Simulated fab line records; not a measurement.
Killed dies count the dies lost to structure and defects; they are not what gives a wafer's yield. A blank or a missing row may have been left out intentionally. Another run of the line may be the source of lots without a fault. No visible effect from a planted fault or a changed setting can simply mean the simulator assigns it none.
Split-lot experiment    flow n5_finfet    route with 1938 steps; 7 lots, 39 wafers read

== ON THE SPLIT ==
At N5_BEOL_M7_ILD_DEP_00 (deposits SiCOH lowk from DEMS/porogen, target thk 179.75 nm, time 33.4 s), the setting target_thk_a was moved away from the recipe's 1797.5 angstrom on 18 of the 39 wafers read, by -42.2% to +54.6%. For the rest of the wafers, this setting stayed at what the recipe calls for.

== FROM SPLIT TO READING: 1 step shown by the file between the two ==
- N5_BEOL_M7_CURE_74: cures SiCOH lowk, time 240 s

== THE READING ==
M7_ILD_THK at N5_BEOL_M7_THK_MEAS_01, in nm. Typical for fault-free wafers on this fab line: 153.8 nm, with standard deviation 2 nm.

wafer   tool, chamber at the split  target_thk_a as run, angstrom  against the recipe  M7_ILD_THK, nm  against lot-mates on the recipe
L075.1  pecvd-02, 0                 1797.5                         recipe              155.8           -
L075.2  pecvd-02, 1                 1797.5                         recipe              151.8           -
L075.3  pecvd-02, 2,1               1039                           -42.2%              88.4            -65.8
L075.4  pecvd-02, 0                 1039                           -42.2%              89.8            -64.4
L075.5  pecvd-02, 2,1               1039                           -42.2%              88.5            -65.7
L075.6  pecvd-02, 0                 1797.5                         recipe              155.0           -
L081.1  pecvd-03, 0                 2779                           +54.6%              236.6           +82.8
L081.2  pecvd-03, 2                 2779                           +54.6%              237.7           +83.9
L081.3  pecvd-03, 1,0               1797.5                         recipe              153.3           -
L081.4  pecvd-03, 1                 2779                           +54.6%              239.7           +85.9
L081.5  pecvd-03, 2                 1797.5                         recipe              154.5           -
L081.6  pecvd-03, 1,0               1797.5                         recipe              153.5           -
L083.1  pecvd-02, 1                 2146                           +19.4%              184.2           +31.1
L083.2  pecvd-02, 2                 2146                           +19.4%              184.1           +31.0
L083.3  pecvd-02, 0                 1797.5                         recipe              151.8           -
L083.4  pecvd-02, 0                 2146                           +19.4%              185.7           +32.6
L083.5  pecvd-02, 2,1               1797.5                         recipe              153.8           -
L083.6  pecvd-02, 2,1               1797.5                         recipe              153.7           -
L084.1  pecvd-03, 0                 1797.5                         recipe              152.0           -
L084.2  pecvd-03, 1                 2262                           +25.8%              193.9           +39.5
L084.3  pecvd-03, 2                 2262                           +25.8%              195.1           +40.7
L084.4  pecvd-03, 0                 1797.5                         recipe              156.0           -
L084.5  pecvd-03, 2                 1797.5                         recipe              155.2           -
L084.6  pecvd-03, 1                 2262                           +25.8%              193.1           +38.7
L086.1  pecvd-03, 2                 1797.5                         recipe              150.7           -
L086.2  pecvd-03, 1                 2116                           +17.7%              177.3           +26.8
L086.3  pecvd-03, 0                 1797.5                         recipe              148.9           -
L086.4  pecvd-03, 2                 2116                           +17.7%              181.6           +31.1
L086.5  pecvd-03, 0                 1797.5                         recipe              151.8           -
L086.6  pecvd-03, 1                 2116                           +17.7%              181.3           +30.8
L089.1  pecvd-02, 0                 1797.5                         recipe              152.4           -
L089.2  pecvd-02, 2                 1797.5                         recipe              154.6           -
L089.3  pecvd-02, 1                 1108                           -38.4%              92.7            -61.3
L089.4  pecvd-02, 2                 1108                           -38.4%              94.0            -60.0
L089.5  pecvd-02, 1                 1108                           -38.4%              93.6            -60.4
L089.6  pecvd-02, 0                 1797.5                         recipe              154.9           -
L093.3  pecvd-02, 0                 1797.5                         recipe              151.6           -
L093.5  pecvd-02, 1                 1797.5                         recipe              155.2           -
L093.6  pecvd-02, 0                 1797.5                         recipe              152.9           -
The file does not say which wafer passed through which chamber wherever a row lists several chambers: such a row stands for several wafers.

FIT RESULTS
A straight line over all 39 wafers: M7_ILD_THK changes by +1.55 nm for each +1% of target_thk_a; r = +1.00; the points scatter about the line by 1.7 nm.
The same after taking each lot's own level away (the mean of its wafers on the recipe; 39 wafers): +1.56 nm for each +1%; r = +1.00; scatter 1.5 nm.
Per that fit: largest target_thk_a move, reading shift of 85 nm.
From 150.47 to 154.40 nm: that is the span of the lots' own levels, equal to 2.0 times the standard deviation above.
The two slopes are in agreement: the lot-to-lot level therefore moves the slope only a little.
Check: +85.6 nm against its lot-mates is what the line predicts for one of the wafers moved furthest among these (+54.6%) when that wafer is left out of the fit. It came out at +82.8 nm against them.

== OTHER SPLITS ON THESE WAFERS ==
Note: prior to the reading, these wafers also went through further splits. Each is held against what the fit with the lots' levels taken away leaves over:
other split on the same wafers    wafers away from the commonest value  r with M7_ILD_THK (lot level and that fit taken away)
N5_BEOL_M4_TRENCH_ETCH_37 time_s  18                                    -0.03

== THE WHOLE CHAIN: every reading that the file lists as answering this split, in the file's order ==
step                    what it does                                                              reading                                                                                   change (the file's fit)               r (the file's)
N5_BEOL_M7_ILD_DEP_00   deposits SiCOH lowk from DEMS/porogen, target thk 179.75 nm, time 33.4 s  SiCOH_lowk_of_BEOL_M7_ILD_DEP_00.thk_nm (the simulator's own value, which no gauge read)  +1.79 nm for each +1% of the setting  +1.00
N5_BEOL_M7_CURE_74      cures SiCOH lowk, time 240 s                                              SiCOH_lowk_of_BEOL_M7_ILD_DEP_00.thk_nm (the simulator's own value, which no gauge read)  +1.56 nm for each +1% of the setting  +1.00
N5_BEOL_M7_THK_MEAS_01                                                                            M7_ILD_THK                                                                                +1.56 for each +1% of the setting     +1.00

== FILE'S OWN FIT ==
M7_ILD_THK changes by +1.56 nm for each +1% of target_thk_a, r = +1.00.
